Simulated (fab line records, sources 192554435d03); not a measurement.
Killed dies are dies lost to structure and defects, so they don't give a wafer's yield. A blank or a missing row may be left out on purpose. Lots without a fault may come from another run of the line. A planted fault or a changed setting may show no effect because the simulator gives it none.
Chamber matching | flow n5_finfet | N5_MOL_CONTACT_COAG_CMP_28 on cmp-04: 4 sister chambers
The step polishes, stops on SiNx, t overpolish 0.85 s, target thk 14.522 nm. 4 wafers are shown with their chamber, then 9 later ones without.

WAFERS WITH THEIR CHAMBER
wafer  | chamber | motor_current_A (A)
L085.5 | 0       | 14.1
L089.1 | 3       | 12.0
L089.2 | 2       | 14.0
L089.6 | 1       | 15.8

WAFERS WITHOUT THEIR CHAMBER
wafer  | motor_current_A (A)
L092.1 | 11.5
L092.3 | 13.8
L092.4 | 15.8
L093.1 | 12.0
L093.2 | 14.5
L093.5 | 14.7
L096.3 | 12.0
L096.5 | 15.1
L096.6 | 13.9

WHICH CHAMBER EACH WENT THROUGH
wafer  | from the rows above          | in truth
L092.1 | 3                            | 3
L092.3 | can't be placed: 2 or 0      | 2
L092.4 | 1                            | 1
L093.1 | 3                            | 3
L093.2 | can't be placed: 0 or 2      | 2
L093.5 | can't be placed: 0 or 2 or 1 | 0
L096.3 | 3                            | 3
L096.5 | can't be placed: 1 or 0 or 2 | 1
L096.6 | can't be placed: 2 or 0      | 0
Placed correctly: 4 of 9. Can't be placed from these rows: 5 (the true chamber is among the candidates in 5). Placed wrongly: 0.
How it was worked out, from the rows above alone: a wafer's distance from a chamber is the root of the sum, over the readings, of the square of ((its reading less the chamber's mean) divided by the reading's scatter). The wafer belongs to the nearest chamber; if the next one is less than 2 further off, it can't be placed. A chamber's mean is the mean of its shown wafers. The scatter: with one shown wafer a chamber, the root of the mean of the squares of how far each hidden wafer lies from its nearest shown one.
